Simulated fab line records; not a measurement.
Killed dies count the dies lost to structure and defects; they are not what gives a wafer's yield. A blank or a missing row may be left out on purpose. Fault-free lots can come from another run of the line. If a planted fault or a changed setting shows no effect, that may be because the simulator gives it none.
Comparing a struck lot with a sound one ; flow n5 finfet ; 41 steps out of a route of 1938
Sound: wafers L947.1, L947.3, L947.4. Struck: wafer L961.6. (L961.1, L961.3 of the same lot were not struck and are left out.) The cause comes at the end.
Order at every step that has rows: each side's tool, ch and its chambers, its first start. Under that, the readings that differ: sound wafers ; struck wafers ; difference of the means ; sigmas: that difference in standard deviations of wafers without a fault.
alike: readings whose means differ by less than 2 such deviations, and words and numbers that are the same on both sides. not compared: withheld readings, readings that some wafer has no value for, bounds like >300 that may hide the same value, and numbers for which the record gives no deviation and whose values overlap.
Wherever a step has rows on one side only, a row that says differs or no value, or a row with sigmas, the two part there. When numbers do not overlap yet have no deviation, they are printed without sigmas and do not part them. Lack of a reading on every wafer of one side parts them only where that side has two or more wafers.

N5_BEOL_M9_STRIP_80: strips in N2/H2, time 10 s.
  sound: rie diel-05 ch 0,1,2; struck: rie diel-02 ch 2
  alike: drypump motor current A, oes product au, rf vpp V, showerhead plenum p Torr, temp c, throttle valve pct
  not compared: rf hours counter h
N5_BEOL_M9_OCD_MEAS_38:
  sound on ocd-01 at day 11 13:09; struck on ocd-01 at day 15 01:05
  alike: trench depth nm
then, 4 steps without rows for these wafers: N5_BEOL_M9_HM_STRIP_39 (strips TiN in peroxide tin strip, target depth 25 nm, time 158 s); N5_BEOL_M9_SRD_40 (time 30 s); N5_BEOL_M9_PRECLEAN_42 (cleans in residue remover, time 60 s); N5_BEOL_M9_SRD_43 (time 30 s).
N5_BEOL_M9_CD_MEAS_35: target cd 70 nm, target cd y 40 nm.
  sound on cd sem-02 at day 11 13:19; struck on cd sem-02 at day 15 01:14
  alike: cd nm
then, 1 step without rows for these wafers: N5_BEOL_M9_CURE_72 (cures SiCOH lowk, time 120 s).
N5_BEOL_M9_DEGAS_44: time 60 s.
  sound on pvd sputter-02 at day 11 15:32; struck on pvd sputter-01 at day 15 03:17
  alike: heater power w
then, 3 steps without rows for these wafers: N5_BEOL_M9_PRE_CLEAN_45 (time 30 s); N5_BEOL_M9_ALD_74 (deposits TaN, target thk 2 nm, pulse time 2 s, purge time 3 s); N5_BEOL_M9_SURFACE_TREAT_79.
N5_BEOL_M9_CVD_78: deposits Co from CCTBA/H2, target thk 2 nm, time 138.9 s.
  sound on cvd co-01 ch 0,1,2, day 11 16:01; struck on cvd co-02 ch 0, day 15 03:48
  alike: chamber pressure Torr
then, 4 steps without rows for these wafers: N5_BEOL_M9_SPUTTER_48 (material Cu, target thk 12 nm, time 2 s); N5_BEOL_M9_ECD_50 (material Cu, target thk 318 nm); N5_BEOL_M9_ANNEAL_51 (time 90 s); N5_BEOL_M9_CMP_52 (polishes, stops on SiCOH lowk, t overpolish 7 s, target thk 140 nm).
N5_BEOL_M9_THK_MEAS_53: measures by xrf.
  sound on film metro-01 at day 11 17:01; struck on film metro-01 at day 15 05:07
  alike: M9_THK
then, 2 steps without rows for these wafers: N5_BEOL_M9_PRE_CLEAN_55 (time 15 s); N5_BEOL_M9_DEP_56 (deposits SiCN from 3MS/NH3, target thk 15 nm, time 26.5 s).
N5_BEOL_M9_RS_MEAS_57: the measuring method here is four-point-probe.
  sound on film metro-02 at day 11 17:08; struck on film metro-02 at day 15 05:15
  alike: M9_RS
N5_BEOL_M10_ILD_DEP_00: deposits SiCOH lowk from DEMS/porogen, target thk 308.51 nm, time 58 s.
  sound on pecvd-02 ch 0,1,2, day 11 17:12; struck on pecvd-03 ch 2, day 15 05:19
  alike: chamber pressure Torr, heater power w, showerhead plenum p Torr, throttle valve pct
then, 1 step without rows for these wafers: N5_BEOL_M10_CURE_71 (cures SiCOH lowk, time 240 s).
N5_BEOL_M10_THK_MEAS_01:
  sound on film metro-01 at day 11 17:47; struck on film metro-01 at day 15 06:23
  alike: M10_ILD_THK
N5_BEOL_M10_PECVD_70: deposits SiO2 from TEOS/O2, target thk 20 nm, time 22.7 s.
  sound on pecvd-01 ch 0,1,2, day 11 17:50; struck on pecvd-01 ch 1, day 15 06:25
  alike: chamber pressure Torr, heater power w, showerhead plenum p Torr, throttle valve pct
N5_BEOL_M10_HM_DEP_02: deposits TiN, target thk 20 nm.
  sound on pvd sputter-01 at day 11 20:46; struck on pvd sputter-03 at day 15 06:58
  alike: throttle valve pct
then, 8 steps without rows for these wafers: N5_BEOL_M10_COAT_59 (time 60 s, resist thk 100 nm); N5_BEOL_M10_COAT_60 (time 60 s, resist thk 30 nm); N5_BEOL_M10_COAT_05 (resist thk 90 nm); N5_BEOL_M10_EBR_07; N5_BEOL_M10_SOFTBAKE_06 (time 60 s); N5_BEOL_M10_EXPOSE_08 (exposes mask M10); N5_BEOL_M10_PEB_09 (peb time 60 s); N5_BEOL_M10_DEVELOP_10 (develop time 30 s).
N5_BEOL_M10_CD_MEAS_11 targets a cd of 64.1 nm.
  sound on cd sem-01 ch 0, day 11 21:08; struck on cd sem-01 ch 0, day 15 07:28
  alike: cd nm
N5_BEOL_M10_OVL_MEAS_12:
  sound on overlay-02 ch 0, day 11 21:10; struck on overlay-02 ch 0, day 15 07:29
  alike: M10_OVL
then, 4 steps without rows for these wafers: N5_BEOL_M10_DESCUM_16 (chemistry O2, time 7.9 s); N5_BEOL_M10_ETCH_61 (etches SiARC in CF4, target depth 39 nm, time 65 s); N5_BEOL_M10_ETCH_62 (etches SOC in N2/H2, target depth 110 nm, overetch 22 nm, time 165 s); N5_BEOL_M10_STRIP_68 (strips in N2/H2).
-- here the record skips 2 days between the struck wafers' starts before and after, leaving off in module BEOL_M10 and picking up in module PASSIVATION (first step shown: number 1936 of the route) --
N5_PASSIVATION_PROBE_49:
  the record has rows for the struck wafers here (prober-02, day 17 12:04) and none for the sound ones

WHERE THEY PART
At N5_PASSIVATION_PROBE_49 and nowhere else, as far as this record goes.

WHY: whatever the simulator had introduced
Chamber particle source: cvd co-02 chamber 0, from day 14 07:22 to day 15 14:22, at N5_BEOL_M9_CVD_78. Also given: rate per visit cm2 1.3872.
